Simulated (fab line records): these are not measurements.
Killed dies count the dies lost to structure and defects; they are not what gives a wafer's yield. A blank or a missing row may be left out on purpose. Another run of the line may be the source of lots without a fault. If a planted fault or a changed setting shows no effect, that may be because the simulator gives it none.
fab line records / flow n5Finfet
record lots=4 wafers=12 lastDay=16
route steps=1938 shown SD_EPI_N@273 SD_EPI_P@295 BEOL_M4@1111 PASSIVATION@1936
lots with no fault: from the same line, run without faults
startH: hours from the record's opening day to when the first of the lot's shown wafers began / waitH: hours from the lot's prior step to this one / " same as the row above / L1.1+2: a single row standing in for several wafers / - either no value or no given start / * or withheld: withheld / < > ~ a bound
route shown NAME@n: NAME is a module with steps in the file, n the number in the route of the first one / usual: the fault-free wafers' mean and standard deviation / same: alike in all rows / chamber/n: place in a boat / sites: each site's reading / _std_site: how widely they spread, as a standard deviation / _edge_site: inner sites' mean taken away from outer sites' mean / radiusMm: for every site, how far away it sits from the centre of the wafer / mask NAME#n: copy n / behind: tool/chamber where the wafer was last shaped / hold: cause of the lot's hold/its duration in hours/its outcome / device: the n, p or np transistor that did not switch / end of line: at the end of the route, the tests of the same wafers / step lacking rows: just its recipe / killed: count of dies lost to structure and defects at first sort (not the wafer's yield) / map: shows each die of a wafer: x if killed, . if not, _ if none is there
set.NAME: the setting the step ran with; set.NAME@STEP: the setting that earlier step ran with / model.NAME: the simulator's own value behind a step, which no gauge read
lots at selected steps of the route; one table per step, one row per wafer
## steps
# step N5_SD_EPI_N_DESCUM_14
# recipe chemistry=O2 timeS=7.9 sourcePowerW=50 biasPowerW=20 pressureMtorr=20 rfFrequencyHz=2.712e+07 tempC=40 resist=CAR-ArF-block o2FlowSccm=225
# step N5_SD_EPI_N_ETCH_34
# recipe chemistry=CF4 target=SiARC targetDepthA=455 maskMaterial=CAR-ArF-block timeS=75.8 ionEnergyEv=80 pressureMtorr=40 sourceW=545 biasW=36 Ar_flow_sccm=100 cf4FlowSccm=100 ends=cleared
# step N5_SD_EPI_N_ETCH_35
# recipe chemistry=N2/H2 target=SOC overetchA=1080 maskMaterial=SiARC tempC=40 ionEnergyEv=100 sourceW=3000 biasW=133 pressureMtorr=20 timeS=486 n2FlowSccm=200 h2FlowSccm=200
# step N5_SD_EPI_N_STRIP_36
# recipe chemistry=N2/H2 tempC=40 n2FlowSccm=200 h2FlowSccm=200 rfFrequencyHz=6e+07
# step N5_SD_EPI_N_ETCHBACK_44
# recipe chemistry=CH3F/O2 mode=anisotropicEtchback target=SiNx targetDepthA=145 stopOn=SiO2 overEtchFrac=0.3 ionEnergyEv=120 pressureMtorr=30 sourceW=395 biasW=73 Ar_flow_sccm=150 CH3F_flow_sccm=30 O2_flow_sccm=20
# step N5_SD_EPI_N_ETCH_45
# recipe chemistry=CH3F/O2 target=SiOCN targetDepthA=60 maskMaterial=SOC ionEnergyEv=60 biasW=29 pressureMtorr=15 sourceW=410 Ar_flow_sccm=150 CH3F_flow_sccm=30 O2_flow_sccm=20
# step N5_SD_EPI_N_ETCH_16
# recipe chemistry=CHF3/O2 target=SiO2 targetDepthA=50 maskMaterial=SOC pressureMtorr=30 sourceW=650 biasW=170 Ar_flow_sccm=200 CHF3_flow_sccm=50 O2_flow_sccm=5 ionEnergyEv=200
# step N5_SD_EPI_N_STRIP_47
# recipe chemistry=CHF3/O2 resist=SiARC rfFrequencyHz=6e+07
# step N5_SD_EPI_N_SD_RECESS_17
# recipe chemistry=HBr/Cl2/O2 targetDepthA=410 maskMaterial=SOC timeS=23.7 btTimeS=3 pressureMtorr=10 icpW=800 biasW=112 HBr_flow_sccm=150 Cl2_flow_sccm=80 O2_flow_sccm=12
# step N5_SD_EPI_N_STRIP_38
# recipe chemistry=N2/H2 powerW=1000 tempC=250 h2Frac=0.65 overashFraction=0.3 pressureMtorr=withheld n2FlowSccm=1750 h2FlowSccm=3250
# step N5_SD_EPI_N_WET_ETCH_43
# recipe chemistry=dHF dilution=withheld timeS=14 target=SiO2 targetDepthA=15 tempC=25
# step N5_SD_EPI_N_STRIP_18
# recipe chemistry=SPM timeS=750 tempC=130 h2so4H2o2VolRatio=4
lot.wafer=L110.1+2+4 tool=wetBench-04 chamber=4,5,0 startH=63.13 waitH=0.0
lot.wafer=L114.1+2+5 tool=wetBench-04 chamber=4,7,3 startH=84.45 waitH=0.0
lot.wafer=L116.4+5+6 tool=wetBench-04 chamber=1,2,5 startH=96.26 waitH=0.0
lot.wafer=L126.1+3+5 tool=wetBench-03 chamber=4,0,2 startH=163.66 waitH=0.0
# step N5_SD_EPI_N_SRD_20
# recipe dry=ipaMarangoni doPpb=5 timeS=30 tempC=23 rinseLiquid=diw
# step N5_SD_EPI_N_PRECLEAN_48
# recipe chemistry=NF3:NH3 afsCycles=2 tempC=30 timeS=20 sublimationTempC=180 sublimationTimeS=60 pressureTorr=3 rfPowerW=30
# step N5_SD_EPI_N_VAPOR_ETCH_50
# recipe chemistry=HCl target=Si tempC=775 timeS=54 pressureTorr=20 mode=isotropic
# step N5_SD_EPI_N_EPI_21
# recipe material=Si:P dopant=P tempC=680 pressureTorr=255 timeS=690
# step N5_SD_EPI_N_PRECLEAN_24
# recipe chemistry=O3/DIW timeS=60 tempC=22 o3Ppm=10
# step N5_SD_EPI_N_SRD_25
# recipe timeS=30 tempC=23 rinseLiquid=diw dry=ipaMarangoni
# step N5_SD_EPI_N_PRECLEAN_49
# recipe chemistry=NF3:NH3 afsCycles=1 tempC=30 timeS=20 sublimationTempC=180 sublimationTimeS=60 pressureTorr=3 rfPowerW=30
# step N5_SD_EPI_N_LINER_46
# recipe material=SiNx targetThkA=30 tempC=400 aldPrecursorFamily=SiH2I2 aldCoReactant=N2/H2-plasma pressureTorr=2
# step N5_SD_EPI_N_INSPECT_26
# recipe inspectInstrument=darkfield mode=postEpi
# usual rawDefectCount=209/43
lot.wafer=L110.1 tool=defectInspect-02 chamber=- startH=66.20 waitH=0.1 rawDefectCount=230
lot.wafer=L110.2 tool=defectInspect-02 chamber=- startH=66.20 waitH=0.1 rawDefectCount=290
lot.wafer=L110.4 tool=defectInspect-02 chamber=- startH=66.20 waitH=0.1 rawDefectCount=260
lot.wafer=L114.1 tool=defectInspect-01 chamber=- startH=87.66 waitH=0.1 rawDefectCount=607
lot.wafer=L114.2 tool=defectInspect-01 chamber=- startH=87.66 waitH=0.1 rawDefectCount=654
lot.wafer=L114.5 tool=defectInspect-01 chamber=- startH=87.66 waitH=0.1 rawDefectCount=566
lot.wafer=L116.4 tool=defectInspect-02 chamber=- startH=100.04 waitH=0.1 rawDefectCount=483
lot.wafer=L116.5 tool=defectInspect-02 chamber=- startH=100.04 waitH=0.1 rawDefectCount=541
lot.wafer=L116.6 tool=defectInspect-02 chamber=- startH=100.04 waitH=0.1 rawDefectCount=569
lot.wafer=L126.1 tool=defectInspect-02 chamber=- startH=167.49 waitH=0.1 rawDefectCount=184
lot.wafer=L126.3 tool=defectInspect-02 chamber=- startH=167.49 waitH=0.1 rawDefectCount=148
lot.wafer=L126.5 tool=defectInspect-02 chamber=- startH=167.49 waitH=0.1 rawDefectCount=145
# step N5_SD_EPI_P_COAT_34
# recipe resist=SOC tempC=250 timeS=60 spinRpm=1500 resistThkNm=350
# step N5_SD_EPI_P_COAT_35
# recipe resist=SiARC tempC=220 timeS=60 spinRpm=1500 resistThkNm=35
# step N5_SD_EPI_P_COAT_03
# recipe resist=CAR-ArF-block spinRpm=1500 resistThkNm=150
# step N5_SD_EPI_P_EBR_05
# recipe solvent=PGMEA ebrWidthMm=1.5
# step N5_SD_EPI_P_SOFTBAKE_04
# recipe tempC=110 timeS=60 resist=CAR-ArF-block
# step N5_SD_EPI_P_EXPOSE_06
# recipe maskId=SD_P_BLK na=1.35 sourceShape=conventional sigmaOuter=0.8 polarization=unpolarized targetCdNm=240 doseMj=39.5
# step N5_SD_EPI_P_PEB_07
# recipe pebTempC=110 pebTimeS=60 resist=CAR-ArF-block
# step N5_SD_EPI_P_DEVELOP_08
# recipe developTimeS=30 developer=TMAH resist=CAR-ArF-block devTempC=23 rinseLiquid=diw dry=airSpin
# step N5_SD_EPI_P_INSPECT_11
# recipe mode=adi inspectInstrument=macro
# usual rawDefectCount=2.2/1.4
lot.wafer=L110.1 tool=defectInspect-02 chamber=- startH=66.65 waitH=0.0 rawDefectCount=3
lot.wafer=L110.2 tool=defectInspect-02 chamber=- startH=66.65 waitH=0.0 rawDefectCount=0
lot.wafer=L110.4 tool=defectInspect-02 chamber=- startH=66.65 waitH=0.0 rawDefectCount=2
lot.wafer=L114.1 tool=defectInspect-01 chamber=- startH=88.11 waitH=0.0 rawDefectCount=>300
lot.wafer=L114.2 tool=defectInspect-01 chamber=- startH=88.11 waitH=0.0 rawDefectCount=>300
lot.wafer=L114.5 tool=defectInspect-01 chamber=- startH=88.11 waitH=0.0 rawDefectCount=>300
lot.wafer=L116.4 tool=defectInspect-01 chamber=- startH=100.49 waitH=0.0 rawDefectCount=>300
lot.wafer=L116.5 tool=defectInspect-01 chamber=- startH=100.49 waitH=0.0 rawDefectCount=>300
lot.wafer=L116.6 tool=defectInspect-01 chamber=- startH=100.49 waitH=0.0 rawDefectCount=>300
lot.wafer=L126.1 tool=defectInspect-02 chamber=- startH=167.94 waitH=0.0 rawDefectCount=4
lot.wafer=L126.3 tool=defectInspect-02 chamber=- startH=167.94 waitH=0.0 rawDefectCount=1
lot.wafer=L126.5 tool=defectInspect-02 chamber=- startH=167.94 waitH=0.0 rawDefectCount=3
# step N5_SD_EPI_P_DESCUM_14
# recipe chemistry=O2 timeS=7.9 sourcePowerW=50 biasPowerW=20 pressureMtorr=20 rfFrequencyHz=2.712e+07 tempC=40 resist=CAR-ArF-block o2FlowSccm=225
# step N5_SD_EPI_P_ETCH_36
# recipe chemistry=CF4 target=SiARC targetDepthA=455 maskMaterial=CAR-ArF-block timeS=75.8 ionEnergyEv=80 pressureMtorr=40 sourceW=545 biasW=36 Ar_flow_sccm=100 cf4FlowSccm=100 ends=cleared
# step N5_SD_EPI_P_ETCH_37
# recipe chemistry=N2/H2 target=SOC overetchA=1080 maskMaterial=SiARC tempC=40 ionEnergyEv=100 sourceW=3000 biasW=133 pressureMtorr=20 timeS=486 n2FlowSccm=200 h2FlowSccm=200 ends=endPoint
# step N5_SD_EPI_P_STRIP_38
# recipe chemistry=N2/H2 tempC=40 n2FlowSccm=200 h2FlowSccm=200 rfFrequencyHz=6e+07
# step N5_SD_EPI_P_ETCHBACK_46
# recipe chemistry=CH3F/O2 mode=anisotropicEtchback target=SiNx targetDepthA=175 stopOn=SiO2 overEtchFrac=0.3 ionEnergyEv=120 pressureMtorr=30 sourceW=395 biasW=73 Ar_flow_sccm=150 CH3F_flow_sccm=30 O2_flow_sccm=20
# step N5_SD_EPI_P_ETCH_47
# recipe chemistry=CH3F/O2 target=SiOCN targetDepthA=250 maskMaterial=SOC ionEnergyEv=60 biasW=29 pressureMtorr=30 sourceW=410 Ar_flow_sccm=150 CH3F_flow_sccm=30 O2_flow_sccm=20
# step N5_SD_EPI_P_ETCH_16
# recipe chemistry=CHF3/O2 target=SiO2 targetDepthA=50 maskMaterial=SOC pressureMtorr=30 sourceW=650 biasW=170 Ar_flow_sccm=200 CHF3_flow_sccm=50 O2_flow_sccm=5 ionEnergyEv=200
# step N5_SD_EPI_P_STRIP_50
# recipe chemistry=CHF3/O2 resist=SiARC rfFrequencyHz=6e+07
# step N5_SD_EPI_P_INSPECT_26
# recipe inspectInstrument=darkfield mode=postEpi
# usual rawDefectCount=183/37
lot.wafer=L110.1 tool=defectInspect-01 chamber=- startH=70.41 waitH=0.0 rawDefectCount=181
lot.wafer=L110.2 tool=defectInspect-01 chamber=- startH=70.41 waitH=0.0 rawDefectCount=264
lot.wafer=L110.4 tool=defectInspect-01 chamber=- startH=70.41 waitH=0.0 rawDefectCount=224
lot.wafer=L114.1 tool=defectInspect-01 chamber=- startH=91.86 waitH=0.0 rawDefectCount=567
lot.wafer=L114.2 tool=defectInspect-01 chamber=- startH=91.86 waitH=0.0 rawDefectCount=589
lot.wafer=L114.5 tool=defectInspect-01 chamber=- startH=91.86 waitH=0.0 rawDefectCount=536
lot.wafer=L116.4 tool=defectInspect-01 chamber=- startH=104.26 waitH=0.0 rawDefectCount=458
lot.wafer=L116.5 tool=defectInspect-01 chamber=- startH=104.26 waitH=0.0 rawDefectCount=520
lot.wafer=L116.6 tool=defectInspect-01 chamber=- startH=104.26 waitH=0.0 rawDefectCount=560
lot.wafer=L126.1 tool=defectInspect-02 chamber=- startH=171.81 waitH=0.0 rawDefectCount=162
lot.wafer=L126.3 tool=defectInspect-02 chamber=- startH=171.81 waitH=0.0 rawDefectCount=139
lot.wafer=L126.5 tool=defectInspect-02 chamber=- startH=171.81 waitH=0.0 rawDefectCount=136
# step N5_BEOL_M4_RC_MEAS_101
# usual DIBL_N=36.1/2 DIBL_P=36.3/2.4 IOFF_N=0.15/0.035 IOFF_P=0.21/0.039 ION_N=672/15 ION_P=463/9.7 SS_N=71.5/0.7 SS_P=73.2/0.75 VT_N=251/3.6 VT_P=-250/3.8
lot.wafer=L110.1 tool=prober-01 chamber=0 startH=176.20 waitH=0.0 DIBL_N[mV/V]=35.5 DIBL_P[mV/V]=36.0 IOFF_N[nA/um]=0.14 IOFF_P[nA/um]=0.22 ION_N[uA/um]=659 ION_P[uA/um]=460 SS_N[mV/dec]=71.7 SS_P[mV/dec]=73.3 VT_N[mV]=250 VT_P[mV]=-245
lot.wafer=L110.2 tool=prober-01 chamber=0 startH=176.20 waitH=0.0 DIBL_N[mV/V]=32.9 DIBL_P[mV/V]=33.8 IOFF_N[nA/um]=0.11 IOFF_P[nA/um]=0.19 ION_N[uA/um]=667 ION_P[uA/um]=471 SS_N[mV/dec]=70.3 SS_P[mV/dec]=72.6 VT_N[mV]=255 VT_P[mV]=-250
lot.wafer=L110.4 tool=prober-01 chamber=0 startH=176.20 waitH=0.0 DIBL_N[mV/V]=36.2 DIBL_P[mV/V]=37.9 IOFF_N[nA/um]=0.18 IOFF_P[nA/um]=0.25 ION_N[uA/um]=696 ION_P[uA/um]=482 SS_N[mV/dec]=71.8 SS_P[mV/dec]=73.1 VT_N[mV]=245 VT_P[mV]=-245
lot.wafer=L114.1 tool=prober-02 chamber=0 startH=206.40 waitH=0.0 DIBL_N[mV/V]=36.7 DIBL_P[mV/V]=37.1 IOFF_N[nA/um]=0.15 IOFF_P[nA/um]=0.19 ION_N[uA/um]=663 ION_P[uA/um]=453 SS_N[mV/dec]=71.9 SS_P[mV/dec]=73.7 VT_N[mV]=251 VT_P[mV]=-254
lot.wafer=L114.2 tool=prober-02 chamber=0 startH=206.40 waitH=0.0 DIBL_N[mV/V]=37.2 DIBL_P[mV/V]=37.9 IOFF_N[nA/um]=0.16 IOFF_P[nA/um]=0.20 ION_N[uA/um]=680 ION_P[uA/um]=461 SS_N[mV/dec]=71.2 SS_P[mV/dec]=74.1 VT_N[mV]=251 VT_P[mV]=-251
lot.wafer=L114.5 tool=prober-02 chamber=0 startH=206.40 waitH=0.0 DIBL_N[mV/V]=35.5 DIBL_P[mV/V]=34.0 IOFF_N[nA/um]=0.12 IOFF_P[nA/um]=0.15 ION_N[uA/um]=641 ION_P[uA/um]=444 SS_N[mV/dec]=70.8 SS_P[mV/dec]=72.2 VT_N[mV]=257 VT_P[mV]=-255
lot.wafer=L116.4 tool=prober-02 chamber=0 startH=215.01 waitH=0.7 DIBL_N[mV/V]=37.8 DIBL_P[mV/V]=37.5 IOFF_N[nA/um]=0.16 IOFF_P[nA/um]=0.19 ION_N[uA/um]=674 ION_P[uA/um]=456 SS_N[mV/dec]=72.5 SS_P[mV/dec]=73.3 VT_N[mV]=252 VT_P[mV]=-255
lot.wafer=L116.5 tool=prober-02 chamber=0 startH=215.01 waitH=0.7 DIBL_N[mV/V]=34.7 DIBL_P[mV/V]=34.8 IOFF_N[nA/um]=0.11 IOFF_P[nA/um]=0.16 ION_N[uA/um]=654 ION_P[uA/um]=455 SS_N[mV/dec]=71.4 SS_P[mV/dec]=73.0 VT_N[mV]=255 VT_P[mV]=-255
lot.wafer=L116.6 tool=prober-02 chamber=0 startH=215.01 waitH=0.7 DIBL_N[mV/V]=37.2 DIBL_P[mV/V]=37.5 IOFF_N[nA/um]=0.16 IOFF_P[nA/um]=0.19 ION_N[uA/um]=692 ION_P[uA/um]=467 SS_N[mV/dec]=71.8 SS_P[mV/dec]=73.2 VT_N[mV]=250 VT_P[mV]=-254
lot.wafer=L126.1 tool=prober-02 chamber=0 startH=284.39 waitH=0.0 DIBL_N[mV/V]=36.1 DIBL_P[mV/V]=35.6 IOFF_N[nA/um]=0.13 IOFF_P[nA/um]=0.18 ION_N[uA/um]=652 ION_P[uA/um]=458 SS_N[mV/dec]=71.1 SS_P[mV/dec]=73.5 VT_N[mV]=256 VT_P[mV]=-253
lot.wafer=L126.3 tool=prober-02 chamber=0 startH=284.39 waitH=0.0 DIBL_N[mV/V]=39.0 DIBL_P[mV/V]=39.6 IOFF_N[nA/um]=0.20 IOFF_P[nA/um]=0.26 ION_N[uA/um]=683 ION_P[uA/um]=470 SS_N[mV/dec]=71.3 SS_P[mV/dec]=74.1 VT_N[mV]=247 VT_P[mV]=-252
lot.wafer=L126.5 tool=prober-02 chamber=0 startH=284.39 waitH=0.0 DIBL_N[mV/V]=38.8 DIBL_P[mV/V]=40.2 IOFF_N[nA/um]=0.18 IOFF_P[nA/um]=0.25 ION_N[uA/um]=683 ION_P[uA/um]=464 SS_N[mV/dec]=72.2 SS_P[mV/dec]=74.4 VT_N[mV]=250 VT_P[mV]=-250
# step N5_PASSIVATION_PROBE_49
# usual defectLimitedYield=91.1/1.6 killed_at_M0_to_M3=35/11 killed_at_M4_up=13/5.4 killedAtContacts=13/6.5 killedAtFrontEnd=40/14 killedAtOther=4/3.1 killedDies=105/18 killedOpen=69/14 killedShort=34/7.3 sort_bin_5_function=5.2/0.96 sort_bin_6_memory=3.4/0.77 sortNPass=1075/19 sortYieldPct=91.1/1.6
# same grossDies=1180 killedAtBackSide=0 sort_bin_4_leakage[%]=0 sort_bin_8_speed[%]=0
lot.wafer=L116.4 tool=prober-02 chamber=- startH=313.66 waitH=0.2 defectLimitedYield[%]=84.0 killed_at_M0_to_M3=32 killed_at_M4_up=5 killedAtContacts=10 killedAtFrontEnd=136 killedAtOther=6 killedDies=189 killedOpen=56 killedShort=24 sort_bin_5_function[%]=10.1 sort_bin_6_memory[%]=3.7 sortNPass=991 sortYieldPct[%]=84.0
lot.wafer=L116.5 tool=prober-02 chamber=- startH=313.71 waitH=0.2 defectLimitedYield[%]=82.4 killed_at_M0_to_M3=34 killed_at_M4_up=6 killedAtContacts=13 killedAtFrontEnd=150 killedAtOther=5 killedDies=208 killedOpen=65 killedShort=31 sort_bin_5_function[%]=10.7 sort_bin_6_memory[%]=4.7 sortNPass=972 sortYieldPct[%]=82.4
lot.wafer=L116.6 tool=prober-02 chamber=- startH=313.76 waitH=0.3 defectLimitedYield[%]=81.4 killed_at_M0_to_M3=23 killed_at_M4_up=7 killedAtContacts=10 killedAtFrontEnd=173 killedAtOther=6 killedDies=219 killedOpen=82 killedShort=32 sort_bin_5_function[%]=12.0 sort_bin_6_memory[%]=4.5 sortNPass=961 sortYieldPct[%]=81.4
lot.wafer=L114.1 tool=prober-02 chamber=- startH=313.95 waitH=0.0 defectLimitedYield[%]=83.6 killed_at_M0_to_M3=42 killed_at_M4_up=11 killedAtContacts=11 killedAtFrontEnd=125 killedAtOther=5 killedDies=194 killedOpen=54 killedShort=26 sort_bin_5_function[%]=11.1 sort_bin_6_memory[%]=3.6 sortNPass=986 sortYieldPct[%]=83.6
lot.wafer=L114.2 tool=prober-02 chamber=- startH=314.00 waitH=0.1 defectLimitedYield[%]=81.4 killed_at_M0_to_M3=56 killed_at_M4_up=11 killedAtContacts=27 killedAtFrontEnd=121 killedAtOther=4 killedDies=219 killedOpen=88 killedShort=38 sort_bin_5_function[%]=11.4 sort_bin_6_memory[%]=5.7 sortNPass=961 sortYieldPct[%]=81.4
lot.wafer=L114.5 tool=prober-02 chamber=- startH=314.15 waitH=0.2 defectLimitedYield[%]=82.5 killed_at_M0_to_M3=33 killed_at_M4_up=20 killedAtContacts=10 killedAtFrontEnd=141 killedAtOther=3 killedDies=207 killedOpen=70 killedShort=33 sort_bin_5_function[%]=11.4 sort_bin_6_memory[%]=4.3 sortNPass=973 sortYieldPct[%]=82.5
# killed by level:class
L116.4 SD_EPI_N:unspecified=99 BEOL_M1:geometricParticle:open=9 MOL_CONTACT_COAG:geometricParticle:open=9 HKMG_FIN:areaEtch=8 BEOL_M0_SAQP:geometricParticle:open=7 FIN_SAQP:geometricParticle:open=6 BEOL_M0_SAQP:geometricParticle:short=6 FIN_SAQP:geometricParticle:short=5
L116.5 SD_EPI_N:unspecified=102 FIN_SAQP:geometricParticle:open=12 HKMG_FIN:areaEtch=9 BEOL_M3:geometricParticle:open=8 MOL_CONTACT_COAG:geometricParticle:open=8 BEOL_M1:geometricParticle:open=8 STI_FIN_REVEAL:geometricParticle:open=7 FIN_SAQP:geometricParticle:short=6
L116.6 SD_EPI_N:unspecified=104 FIN_SAQP:geometricParticle:open=24 FIN_SAQP:geometricParticle:short=11 STI_FIN_REVEAL:geometricParticle:open=11 MOL_CONTACT_COAG:geometricParticle:open=8 BEOL_M3:geometricParticle:open=8 GATE_CUT:geometricParticle:open=6 BEOL_M1:geometricParticle:open=6
L114.1 SD_EPI_N:unspecified=111 BEOL_M2:geometricParticle:open=20 MOL_CONTACT_COAG:geometricParticle:open=6 BEOL_M1:geometricParticle:open=6 MOL_CONTACT_COAG:geometricParticle:short=5 BEOL_M3:geometricParticle:open=4 FIN_SAQP:geometricParticle:open=3 STI_FIN_REVEAL:geometricParticle:open=3
L114.2 SD_EPI_N:unspecified=91 MOL_CONTACT_COAG:geometricParticle:open=22 BEOL_M3:geometricParticle:open=12 STI_FIN_REVEAL:geometricParticle:open=11 BEOL_M2:geometricParticle:open=11 BEOL_M1:geometricParticle:open=10 BEOL_M1:geometricParticle:short=10 MOL_CONTACT_COAG:geometricParticle:short=5
L114.5 SD_EPI_N:unspecified=104 STI_FIN_REVEAL:geometricParticle:open=16 BEOL_M2:geometricParticle:open=11 BEOL_M4:geometricParticle:open=10 GATE_CUT:geometricParticle:short=7 BEOL_M0_SAQP:geometricParticle:short=7 MOL_CONTACT_COAG:geometricParticle:open=6 GATE_CUT:geometricParticle:open=4
# map L114.2 (x killed, . not)
_________________...x.xxxxxxx________________
______________.....xxxxxxxxxxxxx_____________
___________.........x.xx.xxxxxxxx..__________
__________..........xxxxxxxxxxxxxx.._________
________..x.........xxxxxxxxxxxxxx..x._______
_______....x......x..xx.xxxxxxxxx...x..______
______........x.......x.xxxxxxxxx.....x._____
_____...........x......xxxx.xx.xxx...x...____
____.........x.........xx..x..............___
___xxx....x.....................x..........__
___..................x...x..xx.x.x.x.......__
__..........x...xxx.....x..................._
__...........x.x................x..x........_
_...........x..x.............x.........x.x...
_.x.x.....x.x...x....x.x........x..x.........
_.............x.x............x...............
_..x.............x..x...xx......x............
_....x......x......x.....x..x.....x.......x..
_x..x..x..........x.....xxx..................
_..x......x...............x..................
_....x.....x........x..............x...x.....
__.......x.........x.......x............x..._
__.....x...x...x......x........x.......x..x._
___xx.........x.....x......x.....x.........__
___.....x.....x..............x.....x.......__
____.........x......x...xx.x.xx...........___
_____.....x........x.......x.............____
______x.x..x.x........x...x...x........._____
_______..........x....x.x..............______
________........................x..x.._______
__________.........x...x.....x......_________
___________............x.x..x......__________
______________.................._____________
_________________...x........________________
# map L116.6 (x killed, . not)
_________________.......x....________________
______________.................._____________
___________......x....x............__________
__________.......xx..x....x........._________
________...x..................x..x...._______
_______....x...x............x.....x....______
______..x........x........x............._____
_____.......................x...x.x......____
____......................x...x........x..___
___.x......................................__
___.........xx.................x......x....__
__......xx.x.x.x.x.........................._
__....x..x.xxxx.x.x........x............x..._
_....xxx.xxxxx..xx...........x..x......xx....
_...xxxxxxxxxxxxx.........................x..
_...xxxxxxxxxxxxx.xx.........x..........x....
_..x.xxxxxxxxxxxx.....x........x....x.x......
_....xxxxxxxxxxxx...x........xx..............
_...xxxxxxxxxxxxx.x.x................x...x...
_..xxxxxxxxxxxx......x...x..................x
_.....xxxxxxxxxx........x..x...x....x......x.
__xx....x.xxx...x.x...................x....._
__..x..x.xx.x................xx.........x..._
___...........x...................x.x....xx__
___...................................x...x__
____.............x........x...x...........___
_____..x..............x.............x....____
______..........x...............x......._____
_______...x...............x......x.....______
________.x.....x........x............._______
__________.x....x...x....x...x.....x_________
___________.......x..........x.....__________
______________x..x.....x........_____________
_________________....x.x.....________________
## key
firstSign step=N5_SD_EPI_N_INSPECT_26 reading=rawDefectCount direction=up sigmas=8.4 usual=209 struck=570
effect step=N5_SD_EPI_P_INSPECT_11 reading=rawDefectCount direction=up sigmas=99+ usual=2.2 struck=>300
effect step=N5_SD_EPI_P_INSPECT_26 reading=rawDefectCount direction=up sigmas=9.6 usual=183 struck=538
effect step=N5_PASSIVATION_PROBE_49 reading=killedAtFrontEnd direction=up sigmas=7.3 usual=40 struck=141
moreKillsBornAt N5_SD_EPI_N_STRIP_18@wetBench-04=611
metAt N5_SD_EPI_N_STRIP_18
struckWafers L114.1,L114.2,L114.5,L116.4,L116.5,L116.6
onsetBetween 63.13 84.45
fault kind=chamberParticleSource tool=wetBench-04 chamber=- onsetH=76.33 steps=N5_SD_EPI_N_STRIP_18 ratePerVisitCm2=0.56353 endH=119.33
